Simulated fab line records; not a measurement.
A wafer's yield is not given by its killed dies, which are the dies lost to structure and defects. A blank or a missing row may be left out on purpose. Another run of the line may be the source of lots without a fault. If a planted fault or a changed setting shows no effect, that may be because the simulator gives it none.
Split-lot trial    flow n5 finfet    on a route of 1938 steps: 7 lots, 39 wafers read

## THE SPLIT ITSELF
At N5_FIN_SAQP_HM_DEP_03 (deposits SiNx from SiH4/NH3/N2, target thk 38 nm, time 33.6 s), the setting time s was moved away from the recipe's 33.6 s on 12 of the 39 wafers read, by -54.6% to +32.0%. For the rest of the wafers, this setting stayed at what the recipe calls for.

## FROM THE SPLIT TO THE READING: what the file shows between them, 4 steps
- N5_FIN_SAQP_THK_MEAS_05
- N5_FIN_SAQP_PECVD_47: deposits a-Si from SiH4/He, target thk 45 nm, time 36.3 s
- N5_FIN_SAQP_PECVD_48: deposits SiNx from SiH4/NH3/N2, target thk 25 nm, time 22.1 s
- N5_FIN_SAQP_MANDREL2_REMOVE_60: chemistry HBr/Cl2/O2, target a-Si, stops on SiNx, bt time 10 s

## THE READING
etch.depth nm (the simulator's own value, which no gauge read), in nm, at N5_FIN_SAQP_HM_OPEN_33 (chemistry CH3F/O2, target SiNx, target depth 49.4 nm, time 70.6 s). No usual value for it is given in the file. Here, 27 wafers ran the recipe; their average is 37.44 nm with a standard deviation of 0.5 nm.

wafer   tool, chamber at the split  time s as run, s  against the recipe  etch.depth nm, nm  against lot-mates on the recipe
L075.1  pecvd-01, 0                 33.6              recipe              37.54              -
L075.2  pecvd-01, 2                 19.81             -41.0%              21.9               -15.96
L075.3  pecvd-01, 1                 19.81             -41.0%              22.21              -15.65
L075.4  pecvd-01, 0                 33.6              recipe              38.29              -
L075.5  pecvd-01, 1                 33.6              recipe              37.74              -
L075.6  pecvd-01, 2                 19.81             -41.0%              22.35              -15.51
L079.1  pecvd-02, 2                 33.6              recipe              36.95              -
L079.2  pecvd-02, 1                 15.26             -54.6%              16.11              -21.12
L079.3  pecvd-02, 0                 15.26             -54.6%              16.29              -20.94
L079.4  pecvd-02, 2                 33.6              recipe              37.42              -
L079.5  pecvd-02, 1                 15.26             -54.6%              16.14              -21.09
L079.6  pecvd-02, 0                 33.6              recipe              37.33              -
L082.1  pecvd-02, 1                 44.36             +32.0%              48.58              +11.49
L082.2  pecvd-02, 0                 33.6              recipe              36.95              -
L082.3  pecvd-02, 2                 33.6              recipe              37.02              -
L082.4  pecvd-02, 2                 44.36             +32.0%              49.58              +12.49
L082.5  pecvd-02, 1                 33.6              recipe              37.31              -
L082.6  pecvd-02, 0                 44.36             +32.0%              49.3               +12.21
L084.1  pecvd-02, 0                 33.6              recipe              36.66              -
L084.2  pecvd-02, 1                 33.6              recipe              37.28              -
L084.3  pecvd-02, 2                 33.6              recipe              36.81              -
L084.4  pecvd-02, 0                 33.6              recipe              37.29              -
L084.5  pecvd-02, 2                 33.6              recipe              37.63              -
L084.6  pecvd-02, 1                 33.6              recipe              37.77              -
L086.1  pecvd-02, 1                 33.6              recipe              37.49              -
L086.2  pecvd-02, 0                 27.44             -18.3%              30.27              -7.91
L086.3  pecvd-02, 1                 33.6              recipe              38.72              -
L086.4  pecvd-02, 0                 27.44             -18.3%              30.26              -7.92
L086.5  pecvd-02, 0                 27.44             -18.3%              30.75              -7.43
L086.6  pecvd-02, 1                 33.6              recipe              38.32              -
L092.1  pecvd-04, 0                 33.6              recipe              36.86              -
L092.2  pecvd-04, 1                 33.6              recipe              37.25              -
L092.3  pecvd-04, 0                 33.6              recipe              37.58              -
L092.4  pecvd-04, 1                 33.6              recipe              37.93              -
L092.5  pecvd-04, 1                 33.6              recipe              37.66              -
L092.6  pecvd-04, 0                 33.6              recipe              37.4               -
L097.1  pecvd-02, 0                 33.6              recipe              36.61              -
L097.2  pecvd-02, 2                 33.6              recipe              37.23              -
L097.6  pecvd-02, 2                 33.6              recipe              37.81              -

FIT RESULTS
A straight line over all 39 wafers: etch.depth nm changes by +0.38 nm for each +1% of time s; r = +1.00; the points scatter about the line by 0.5 nm.
The same after taking each lot's own level away (the mean of its wafers on the recipe; 39 wafers): +0.384 nm for each +1%; r = +1.00; scatter 0.4 nm.
According to that fit, moving time s by its largest amount changes the reading by 21 nm.
Measured against the standard deviation above, the lots' own levels, which go from 37.093 to 38.177 nm, span 2.2 times it.
Hence the lot-to-lot level has little effect on the slope; both slopes agree.
Check: for one of the wafers moved furthest among these (-54.6%), held out of the fit, the line's prediction against its lot-mates is -21 nm. Against them it came out at -21.1 nm.

## THE WHOLE CHAIN: every reading that the file lists as answering this split, in the file's order
step                     what it does                                                       reading                                                                             change (the file's fit)                r (the file's)
N5_FIN_SAQP_HM_DEP_03    deposits SiNx from SiH4/NH3/N2, target thk 38 nm, time 33.6 s      SiNx_of_FIN_SAQP_HM_DEP_03.thk nm (the simulator's own value, which no gauge read)  +0.386 nm for each +1% of the setting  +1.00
N5_FIN_SAQP_THK_MEAS_05                                                                     thk nm                                                                              withheld for each +1% of the setting   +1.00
N5_FIN_SAQP_HM_OPEN_33   chemistry CH3F/O2, target SiNx, target depth 49.4 nm, time 70.6 s  etch rf on time s                                                                   withheld for each +1% of the setting   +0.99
N5_FIN_SAQP_HM_OPEN_33   chemistry CH3F/O2, target SiNx, target depth 49.4 nm, time 70.6 s  etch.depth nm (the simulator's own value, which no gauge read)                      +0.385 nm for each +1% of the setting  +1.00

## FILE'S OWN FIT
etch.depth nm changes by +0.385 nm for each +1% of time s, r = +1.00.
